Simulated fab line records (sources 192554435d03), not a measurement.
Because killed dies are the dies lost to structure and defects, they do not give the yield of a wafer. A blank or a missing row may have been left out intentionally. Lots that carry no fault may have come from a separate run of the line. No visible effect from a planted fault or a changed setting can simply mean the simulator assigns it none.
fab line records ; flow n5_finfet
record: lots: 9; wafers: 26; last_day: 18
route steps=1938 shown BEOL_M4@1111 BEOL_M10@1533 BEOL_M11@1552 PASSIVATION@1936
lots that met no fault: taken from a fault-free run of the same line
start_h: hours from the record's opening day to when the first of the lot's shown wafers began ; wait_h: how many hours have passed since the lot's step before this one ; " repeats the value in the row above ; L1.1+2: a row that stands for several wafers ; - no value present, or no start provided ; * or withheld: withheld ; < > ~ a bound
route shown NAME@n: NAME is a module with steps in the file, n the number in the route of the first one ; usual: mean/standard deviation of fault-free wafers ; same: alike in all rows ; chamber/n: place in a boat ; sites: per-site readings ; _std_site: the values' standard deviation ; _edge_site: the outer-site mean with the inner-site mean subtracted ; radius_mm: how far each site lies from the wafer's centre ; mask NAME#n: copy n ; behind: the tool/chamber that last shaped the wafer ; hold: what put the lot on hold/how long, in hours/how the hold closed ; device: transistor that didn't switch, given as n, p or np ; end of line: at the end of the route, the tests of the same wafers ; where a step has no rows: the recipe by itself ; killed: not the wafer's yield, but the dies lost to structure and defects at the first sort ; map: a wafer's dies, marking killed ones x, the rest . and places with no die _
set.NAME: the setting that was run; set.NAME@STEP: the one run at that earlier step ; model.NAME: the simulator's own value behind a step, which no gauge read
one table for each step of the route and one row for each wafer, over a sample of lots
services: when a tool's chamber went out of use (start_h, in hours from the record's first day, below 0 if earlier), for how many hours, and the reason
== steps ==
step: N5_BEOL_M4_RC_MEAS_101
usual: DIBL_N: 36.0/1.7; DIBL_P: 36.2/2.3; IOFF_N: 0.16/0.03; IOFF_P: 0.21/0.036; ION_N: 679/11; ION_P: 465/7.1; SS_N: 71.4/0.58; SS_P: 73.3/0.75; VT_N: 249/3.1; VT_P: -251/3.5
lot.wafer;tool;chamber;start_h;wait_h;DIBL_N[mV/V];DIBL_P[mV/V];IOFF_N[nA/um];IOFF_P[nA/um];ION_N[uA/um];ION_P[uA/um];SS_N[mV/dec];SS_P[mV/dec];VT_N[mV];VT_P[mV]
L862.3;prober-02;0;191.02;0.3;35.5;34.9;0.14;0.22;681;465;71.0;73.4;248;-249
L862.4;prober-02;0;191.02;0.3;38.1;37.4;0.18;0.26;683;468;71.8;73.6;248;-246
L862.5;prober-02;0;191.02;0.3;38.1;38.4;0.19;0.28;691;471;71.3;73.9;245;-247
L864.1;prober-01;0;195.63;0.0;35.6;34.1;0.13;0.19;674;466;70.8;73.0;251;-250
L864.2;prober-01;0;195.63;0.0;35.3;33.5;0.13;0.18;663;456;70.8;74.0;251;-252
L864.4;prober-01;0;195.63;0.0;34.7;32.8;0.12;0.17;664;458;70.5;72.7;250;-253
L872.2;prober-02;0;251.29;0.2;36.8;38.0;0.16;0.26;673;465;72.1;73.9;251;-247
L872.4;prober-02;0;251.29;0.2;38.4;40.1;0.21;0.29;687;475;72.0;74.0;247;-244
L872.6;prober-02;0;251.29;0.2;36.1;37.2;0.16;0.24;685;473;70.6;72.9;247;-249
L874.1;prober-01;0;251.64;0.2;35.9;35.8;0.15;0.22;681;470;71.1;73.0;249;-252
L874.4;prober-01;0;251.64;0.2;36.5;36.3;0.14;0.21;679;469;71.9;73.3;252;-250
L874.6;prober-01;0;251.64;0.2;36.0;35.3;0.14;0.21;677;469;71.3;73.0;253;-247
L877.4;prober-01;0;259.43;0.5;33.6;34.0;0.16;0.19;687;461;71.4;73.0;249;-254
L877.5;prober-01;0;259.43;0.5;35.7;35.9;0.18;0.20;697;464;71.6;73.0;247;-250
L877.6;prober-01;0;259.43;0.5;35.5;35.8;0.18;0.21;695;463;71.7;73.6;246;-250
L876.1;prober-02;0;260.33;0.0;36.4;36.9;0.16;0.22;679;467;71.7;73.8;252;-250
L876.3;prober-02;0;260.33;0.0;35.0;34.7;0.14;0.18;657;456;71.7;72.3;252;-252
L876.4;prober-02;0;260.33;0.0;39.0;40.1;0.22;0.26;684;472;71.9;74.4;246;-248
L883.2;prober-01;0;313.77;0.2;37.9;36.6;0.17;0.21;691;463;71.6;73.4;248;-250
L883.4;prober-01;0;313.77;0.2;38.5;37.6;0.20;0.24;696;469;71.7;74.8;245;-247
L883.5;prober-01;0;313.77;0.2;37.8;37.1;0.19;0.22;703;470;71.1;73.7;245;-249
L885.2;prober-01;0;316.38;0.2;37.0;37.6;0.16;0.22;687;469;71.7;73.4;250;-251
L885.3;prober-01;0;316.38;0.2;36.6;37.2;0.17;0.22;683;462;71.3;73.8;247;-252
L885.5;prober-01;0;316.38;0.2;38.6;39.7;0.20;0.27;688;470;72.0;74.9;245;-249
L884.4;prober-02;0;321.31;0.5;40.8;43.6;0.28;0.32;701;481;72.3;74.5;241;-247
L884.6;prober-02;0;321.31;0.5;36.5;37.9;0.16;0.22;672;462;72.2;72.9;253;-250
step: N5_BEOL_M10_DEP_56
recipe: material: SiCN; target_thk_a: 150; temp_c: withheld; precursor: 3MS/NH3; pressure_torr: 3; rf_w: 202; time_s: 26.5
usual: showerhead_plenum_p_Torr: 3.666/0.014; throttle_valve_pct: 9.0/0.46
lot.wafer;tool;chamber;start_h;wait_h;showerhead_plenum_p_Torr;throttle_valve_pct
L862.3;pecvd-01;2;247.84;0.0;3.648;8.5
L862.4;pecvd-01;1;247.84;0.0;3.637;9.4
L862.5;pecvd-01;2;247.84;0.0;3.649;8.6
L864.1;pecvd-03;2;248.38;0.0;3.666;8.5
L864.2;pecvd-03;1;248.38;0.0;3.683;9.1
L864.4;pecvd-03;2;248.38;0.0;3.672;8.6
L874.1;pecvd-03;2;311.44;0.0;3.672;8.6
L874.4;pecvd-03;1;311.44;0.0;3.688;9.1
L874.6;pecvd-03;2;311.44;0.0;3.654;8.9
L872.2;pecvd-03;1;312.12;0.0;3.691;9.3
L872.4;pecvd-03;2;312.12;0.0;3.670;8.9
L872.6;pecvd-03;0;312.12;0.0;3.679;9.1
L876.1;pecvd-01;1;317.52;0.0;3.634;10.0
L876.3;pecvd-01;0;317.52;0.0;3.659;8.5
L876.4;pecvd-01;0;317.52;0.0;3.657;8.7
L877.4;pecvd-03;2;317.95;0.0;3.654;8.8
L877.5;pecvd-03;1;317.95;0.0;3.683;9.1
L877.6;pecvd-03;0;317.95;0.0;3.668;9.2
L883.2;pecvd-02;0;369.37;0.0;3.652;9.2
L883.4;pecvd-02;0;369.37;0.0;3.650;8.9
L883.5;pecvd-02;1;369.37;0.0;3.673;9.6
L885.2;pecvd-03;1;370.68;0.0;3.690;9.3
L885.3;pecvd-03;2;370.68;0.0;3.657;9.0
L885.5;pecvd-03;2;370.68;0.0;3.661;8.6
L884.4;pecvd-02;0;376.42;0.0;3.660;8.8
L884.6;pecvd-02;2;376.42;0.0;3.660;8.2
step: N5_BEOL_M11_DESCUM_16
recipe: chemistry: O2; time_s: 7.9; source_power_w: 50; bias_power_w: 20; pressure_mtorr: 20; rf_frequency_hz: 2.712e+07; temp_c: 40; resist: CAR-ArF; o2_flow_sccm: 225
usual: drypump_motor_current_A: 5.7/0.44; oes_product_au: 0.79/0.075; rf_vpp_V: 242.5/1.6; showerhead_plenum_p_Torr: 2.05/0.083; throttle_valve_pct: 20.48/0.24
lot.wafer;tool;chamber;start_h;wait_h;drypump_motor_current_A;oes_product_au;rf_hours_counter_h;rf_vpp_V;showerhead_plenum_p_Torr;throttle_valve_pct
L862.3;rie_diel-03;2;250.80;0.0;5.7;0.82;77;243.2;2.11;20.42
L862.4;rie_diel-03;0;250.80;0.0;5.4;0.71;205;241.5;2.10;21.03
L862.5;rie_diel-03;3;250.80;0.0;6.3;0.79;-;243.4;2.19;20.48
L864.1;rie_diel-02;2;250.92;0.1;5.8;0.66;246;241.4;2.04;20.25
L864.2;rie_diel-02;1;250.92;0.1;5.2;0.88;42;243.5;2.05;20.08
L864.4;rie_diel-02;3;250.92;0.1;5.5;0.71;182;242.9;2.09;20.56
L874.1;rie_diel-03;1;313.20;0.0;5.8;0.88;39;244.0;2.13;20.30
L874.4;rie_diel-03;3;313.20;0.0;6.3;0.77;141;244.9;2.18;20.49
L874.6;rie_diel-03;1;313.20;0.0;5.8;0.89;-;244.8;2.13;20.31
L872.2;rie_diel-02;0;313.75;0.1;5.0;0.75;190;239.2;1.91;20.61
L872.4;rie_diel-02;1;313.75;0.1;5.2;0.83;66;242.4;2.04;20.10
L872.6;rie_diel-02;3;313.75;0.1;5.5;0.69;-;242.2;2.08;20.57
L876.1;rie_diel-02;0;320.02;0.0;5.0;0.75;192;240.6;1.91;20.64
L876.3;rie_diel-02;3;320.02;0.0;5.4;0.70;205;241.5;2.08;20.58
L876.4;rie_diel-02;1;320.02;0.0;5.2;0.84;68;243.1;2.04;20.13
L877.4;rie_diel-04;2;320.31;0.1;5.5;0.89;37;243.8;2.16;20.54
L877.5;rie_diel-04;3;320.31;0.1;6.1;0.87;-;242.3;2.04;20.41
L877.6;rie_diel-04;2;320.31;0.1;5.5;0.89;-;244.1;2.16;20.55
L883.2;rie_diel-04;3;370.96;0.0;6.0;0.86;65;242.2;2.04;20.43
L883.4;rie_diel-04;2;370.96;0.0;5.5;0.86;53;244.8;2.15;20.56
L883.5;rie_diel-04;0;370.96;0.0;6.3;0.72;-;239.9;1.92;20.64
L885.2;rie_diel-03;3;374.25;0.1;6.3;0.75;160;245.1;2.17;20.53
L885.3;rie_diel-03;2;374.25;0.1;5.7;0.77;115;244.2;2.10;20.47
L885.5;rie_diel-03;3;374.25;0.1;6.3;0.75;-;244.6;2.17;20.54
L884.4;rie_diel-04;2;379.31;0.0;5.5;0.86;56;244.1;2.15;20.56
L884.6;rie_diel-04;1;379.31;0.0;6.2;0.74;-;243.3;2.07;20.30
step: N5_BEOL_M11_ETCH_66
recipe: chemistry: N2/H2; target: SOC; target_depth_a: 1200; overetch_a: 240; mask_material: SiARC; temp_c: 40; time_s: 180; ion_energy_ev: 200; pressure_mtorr: 30; source_w: 840; bias_w: 150; n2_flow_sccm: 200; h2_flow_sccm: 200
usual: drypump_motor_current_A: 5.7/0.43; oes_product_au: 0.64/0.06; rf_vpp_V: 522.7/2.7; run_length_s: 203.4/0.37; showerhead_plenum_p_Torr: 2.50/0.092; throttle_valve_pct: 17.81/0.19
lot.wafer;tool;chamber;start_h;wait_h;drypump_motor_current_A;oes_product_au;rf_hours_counter_h;rf_vpp_V;run_length_s;showerhead_plenum_p_Torr;throttle_valve_pct
L862.3;rie_diel-02;0;254.17;0.0;5.0;0.61;169;518.4;203.0;2.35;18.01
L862.4;rie_diel-02;2;254.17;0.0;5.8;0.54;247;522.4;203.5;2.51;17.89
L862.5;rie_diel-02;2;254.17;0.0;5.8;0.55;-;522.3;203.6;2.51;17.89
L864.1;rie_diel-02;2;254.63;0.0;5.8;0.55;247;522.7;203.7;2.51;17.89
L864.2;rie_diel-02;1;254.63;0.0;5.2;0.69;43;522.2;203.2;2.48;17.53
L864.4;rie_diel-02;0;254.63;0.0;5.0;0.62;169;517.9;203.1;2.35;18.02
L874.1;rie_diel-04;0;314.46;0.0;6.4;0.61;154;517.8;203.6;2.33;17.94
L874.4;rie_diel-04;2;314.46;0.0;5.5;0.71;35;526.9;204.4;2.58;17.68
L874.6;rie_diel-04;3;314.46;0.0;6.1;0.70;-;521.8;203.6;2.48;17.63
L872.2;rie_diel-04;1;315.02;0.0;6.2;0.61;139;523.4;203.1;2.55;17.82
L872.4;rie_diel-04;2;315.02;0.0;5.5;0.71;35;526.0;203.7;2.58;17.67
L872.6;rie_diel-04;2;315.02;0.0;5.5;0.71;-;524.6;203.7;2.58;17.67
L877.4;rie_diel-02;0;324.48;0.0;5.0;0.60;193;517.8;202.9;2.34;18.07
L877.5;rie_diel-02;2;324.48;0.0;5.8;0.77;-;523.2;203.3;2.51;17.55
L877.6;rie_diel-02;3;324.48;0.0;5.4;0.56;-;522.9;203.3;2.51;17.85
L876.1;rie_diel-02;1;324.94;0.0;5.2;0.66;69;521.8;203.2;2.47;17.60
L876.3;rie_diel-02;0;324.94;0.0;5.0;0.60;193;517.3;203.1;2.34;18.08
L876.4;rie_diel-02;2;324.94;0.0;5.8;0.77;13;522.0;203.5;2.51;17.55
L883.2;rie_diel-03;3;373.41;0.0;6.3;0.62;160;525.9;203.6;2.64;17.86
L883.4;rie_diel-03;2;373.41;0.0;5.7;0.63;114;525.4;202.8;2.56;17.87
L883.5;rie_diel-03;1;373.41;0.0;5.8;0.68;-;525.8;203.3;2.60;17.82
L885.2;rie_diel-02;2;377.21;0.0;5.8;0.74;28;521.8;203.4;2.50;17.59
L885.3;rie_diel-02;0;377.21;0.0;5.0;0.59;207;518.9;203.0;2.34;18.09
L885.5;rie_diel-02;2;377.21;0.0;5.8;0.74;-;522.7;203.4;2.50;17.58
L884.4;rie_diel-03;2;382.66;0.0;5.7;0.63;117;524.7;203.3;2.56;17.87
L884.6;rie_diel-03;3;382.66;0.0;6.3;0.62;-;528.1;204.0;2.64;17.88
step: N5_BEOL_M11_VIA_ETCH_34
recipe: chemistry: C4F6/O2; target: SiCOH_lowk; target_depth_a: 1845; mask_material: SOC; taper_deg: 4; time_s: 69.2; ion_energy_ev: 250; pressure_mtorr: 30; source_w: 345; bias_w: 185; Ar_flow_sccm: 300; C4F6_flow_sccm: 10; O2_flow_sccm: 10
usual: drypump_motor_current_A: 5.7/0.43; oes_product_au: 0.80/0.079; rf_vpp_V: 661/13; run_length_s: 92.6/0.36; showerhead_plenum_p_Torr: 2.81/0.099; throttle_valve_pct: 20.93/0.21
lot.wafer;tool;chamber;start_h;wait_h;drypump_motor_current_A;oes_product_au;rf_hours_counter_h;rf_vpp_V;run_length_s;showerhead_plenum_p_Torr;throttle_valve_pct
L862.3;rie_diel-02;0;254.29;0.0;5.0;0.76;169;649;92.3;2.63;21.11
L862.4;rie_diel-02;2;254.29;0.0;5.8;0.67;247;676;92.4;2.81;20.88
L862.5;rie_diel-02;2;254.29;0.0;5.8;0.68;-;675;92.4;2.81;20.88
L864.1;rie_diel-02;2;254.76;0.0;5.8;0.67;247;675;92.3;2.81;20.88
L864.2;rie_diel-02;1;254.76;0.0;5.2;0.87;43;657;92.5;2.78;20.56
L864.4;rie_diel-02;0;254.76;0.0;5.0;0.76;169;650;92.0;2.63;21.09
L874.1;rie_diel-04;0;314.58;0.0;6.3;0.74;154;673;92.7;2.65;21.20
L874.4;rie_diel-04;2;314.58;0.0;5.5;0.88;35;653;93.1;2.90;20.85
L874.6;rie_diel-04;3;314.58;0.0;6.0;0.88;-;663;64.1;2.79;20.87
L872.2;rie_diel-04;1;315.15;0.0;6.2;0.75;139;654;92.9;2.86;20.91
L872.4;rie_diel-04;2;315.15;0.0;5.5;0.87;36;656;92.7;2.90;20.84
L872.6;rie_diel-04;2;315.15;0.0;5.5;0.87;-;655;64.3;2.90;20.84
L877.4;rie_diel-02;0;324.60;0.0;5.0;0.74;193;650;92.0;2.62;21.13
L877.5;rie_diel-02;2;324.60;0.0;5.8;0.96;-;675;92.9;2.80;20.62
L877.6;rie_diel-02;3;324.60;0.0;5.5;0.69;-;687;92.6;2.82;20.98
L876.1;rie_diel-02;1;325.07;0.0;5.2;0.83;69;656;92.3;2.77;20.60
L876.3;rie_diel-02;0;325.07;0.0;5.0;0.74;193;648;92.4;2.62;21.12
L876.4;rie_diel-02;2;325.07;0.0;5.8;0.97;13;675;92.4;2.80;20.63
L883.2;rie_diel-03;3;373.54;0.0;6.3;0.75;160;648;93.2;2.98;21.15
L883.4;rie_diel-03;2;373.54;0.0;5.7;0.78;114;656;91.9;2.85;20.90
L883.5;rie_diel-03;1;373.54;0.0;5.8;0.85;-;642;92.9;2.90;20.90
L885.2;rie_diel-02;2;377.34;0.0;5.8;0.93;28;675;92.6;2.80;20.65
L885.3;rie_diel-02;0;377.34;0.0;5.0;0.72;207;649;92.0;2.62;21.14
L885.5;rie_diel-02;2;377.34;0.0;5.7;0.91;-;675;92.6;2.80;20.64
L884.4;rie_diel-03;2;382.79;0.0;5.7;0.78;117;657;92.2;2.85;20.91
L884.6;rie_diel-03;3;382.79;0.0;6.3;0.75;-;647;92.9;2.98;21.17
step: N5_PASSIVATION_PROBE_49
usual: defect_limited_yield: 91.3/1.5; killed_at_M0_to_M3: 31/11; killed_at_M4_up: 14/5.1; killed_at_contacts: 12/5.6; killed_at_front_end: 42/12; killed_at_other: 3.8/2.9; killed_dies: 103/18; killed_on_rim: 14/4.5; killed_open: 67/14; killed_short: 33/8; sort_bin_4_leakage: 0.00/0.0073; sort_bin_5_function: 5.1/1; sort_bin_6_memory: 3.2/0.75; sort_n_pass: 1077/18; sort_yield_pct: 91.3/1.5
same: gross_dies: 1180; killed_at_back_side: 0; sort_bin_8_speed[%]: 0
lot.wafer;tool;chamber;start_h;wait_h;defect_limited_yield[%];killed_at_M0_to_M3;killed_at_M4_up;killed_at_contacts;killed_at_front_end;killed_at_other;killed_dies;killed_on_rim;killed_open;killed_short;sort_bin_4_leakage[%];sort_bin_5_function[%];sort_bin_6_memory[%];sort_n_pass;sort_yield_pct[%]
L874.1;prober-01;-;364.25;0.0;89.8;28;16;20;54;2;120;11;72;45;0;5.2;4.3;1060;89.8
L874.4;prober-01;-;364.40;0.2;91.9;18;21;16;40;1;96;13;62;33;0;4.7;3.0;1084;91.9
L874.6;prober-01;-;364.50;0.3;0;24;1098;10;45;3;1180;152;60;35;0;96.8;3.1;0;0
L872.2;prober-02;-;367.96;0.1;91.2;23;11;14;54;2;104;18;73;30;0;4.3;4.0;1076;91.2
L872.4;prober-02;-;368.06;0.2;91.4;19;13;15;55;0;102;12;67;29;0;4.7;3.1;1078;91.4
L872.6;prober-02;-;368.16;0.3;0;42;1095;7;34;2;1180;152;76;19;0;97.1;2.7;0;0
L877.6;prober-01;-;368.59;0.3;91.5;32;17;9;34;8;100;13;69;31;0;5.6;2.5;1080;91.5
killed by level:class
L874.1 MOL_CONTACT_COAG:geometric_particle:open=18 STI_FIN_REVEAL:geometric_particle:open=12 GATE_CUT:geometric_particle:open=11 GATE_CUT:geometric_particle:short=8 BEOL_M0_SAQP:geometric_particle:short=7 BEOL_M2:geometric_particle:short=7 FIN_SAQP:geometric_particle:short=6 FIN_SAQP:geometric_particle:open=6
L874.4 FIN_SAQP:geometric_particle:open=14 MOL_CONTACT_COAG:geometric_particle:open=14 FIN_SAQP:geometric_particle:short=6 GATE_CUT:geometric_particle:short=6 BEOL_M4:geometric_particle:open=5 BEOL_M1:geometric_particle:open=4 BEOL_M2:geometric_particle:short=4 BEOL_M7:geometric_particle:open=4
L874.6 BEOL_M11:area_etch=1085 STI_FIN_REVEAL:geometric_particle:open=17 MOL_CONTACT_COAG:geometric_particle:open=7 FIN_SAQP:geometric_particle:open=5 BEOL_M1:geometric_particle:short=5 FIN_SAQP:geometric_particle:short=4 BEOL_M3:geometric_particle:open=4 BEOL_M4:geometric_particle:open=4
L872.2 FIN_SAQP:geometric_particle:open=22 MOL_CONTACT_COAG:geometric_particle:open=10 FIN_SAQP:geometric_particle:short=8 DUMMY_GATE:geometric_particle:open=7 STARTING-WAFER:geometric_particle:open=5 BEOL_M0_SAQP:geometric_particle:open=4 MOL_CONTACT_COAG:geometric_particle:short=4 BEOL_M0_SAQP:geometric_particle:short=4
L872.4 FIN_SAQP:geometric_particle:open=13 MOL_CONTACT_COAG:geometric_particle:open=11 BEOL_M1:geometric_particle:open=8 DUMMY_GATE:geometric_particle:open=7 STARTING-WAFER:geometric_particle:short=6 HKMG_FIN:area_etch=6 FIN_SAQP:geometric_particle:short=4 GATE_CUT:geometric_particle:short=4
L872.6 BEOL_M11:area_etch=1085 BEOL_M0:geometric_particle:open=10 FIN_SAQP:geometric_particle:open=9 BEOL_M0_SAQP:geometric_particle:open=9 FIN_SAQP:geometric_particle:short=8 DUMMY_GATE:geometric_particle:open=7 BEOL_M0_SAQP:geometric_particle:short=7 MOL_CONTACT_COAG:geometric_particle:open=6
L877.6 BEOL_M1:geometric_particle:open=12 FIN_SAQP:geometric_particle:open=10 STI_FIN_REVEAL:geometric_particle:open=10 BEOL_M4:geometric_particle:open=9 MOL_CONTACT_COAG:geometric_particle:open=6 BEOL_M0_SAQP:geometric_particle:short=6 BEOL_M0_SAQP:geometric_particle:open=5 BEOL_M1:geometric_particle:short=5
== services ==
tool;chamber;start_h;hours;kind
pecvd-02;0;226.37;5.5;scheduled_down
pecvd-02;0;233.12;2.1;scheduled_down
rie_diel-03;0;239.43;7.2;repair
pecvd-01;-;258.95;5.1;repair
rie_diel-02;0;259.82;6.2;repair
rie_diel-02;2;266.34;-;clean
rie_diel-02;2;266.34;-;consumable_replace:focus_ring
rie_diel-02;2;266.34;18.4;scheduled_down
rie_diel-02;2;266.34;18.4;vent_cycle
rie_diel-04;2;277.56;5.6;repair
pecvd-02;-;316.12;14.6;pm
pecvd-01;0;320.34;2.1;scheduled_down
rie_diel-03;3;325.77;3.3;repair
pecvd-02;-;340.21;4.0;repair
pecvd-01;-;368.41;6.8;repair
== key ==
first_sign: step: N5_BEOL_M11_VIA_ETCH_34; reading: run_length_s; direction: down; sigmas: 79; usual: *; struck: *
effect: step: N5_PASSIVATION_PROBE_49; reading: killed_at_M4_up; direction: up; sigmas: 99+; usual: 14; struck: 1096
more_kills_born_at: N5_BEOL_M11_VIA_ETCH_34@rie_diel-04: 2170
met_at N5_BEOL_M11_VIA_ETCH_34
struck_lots L872,L874
struck_wafers L872.6,L874.6
later_rows_left_out L872.6,L874.6
not_acting_at N5_BEOL_M10_DEP_56,N5_BEOL_M11_DESCUM_16,N5_BEOL_M11_ETCH_66
fault: kind: process_parameter_drift; tool: rie_diel-04; chamber: -; onset_h: 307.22; steps: N5_BEOL_M11_VIA_ETCH_34; channel: time_s; offset: *; shape: step; end_h: 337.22; scope: struck_wafers_only; acts_in: *; stated: *
later_rows_left_out: the simulator's readings of these wafers behind a module that went badly wrong aren't trusted and aren't shown, but for the sort
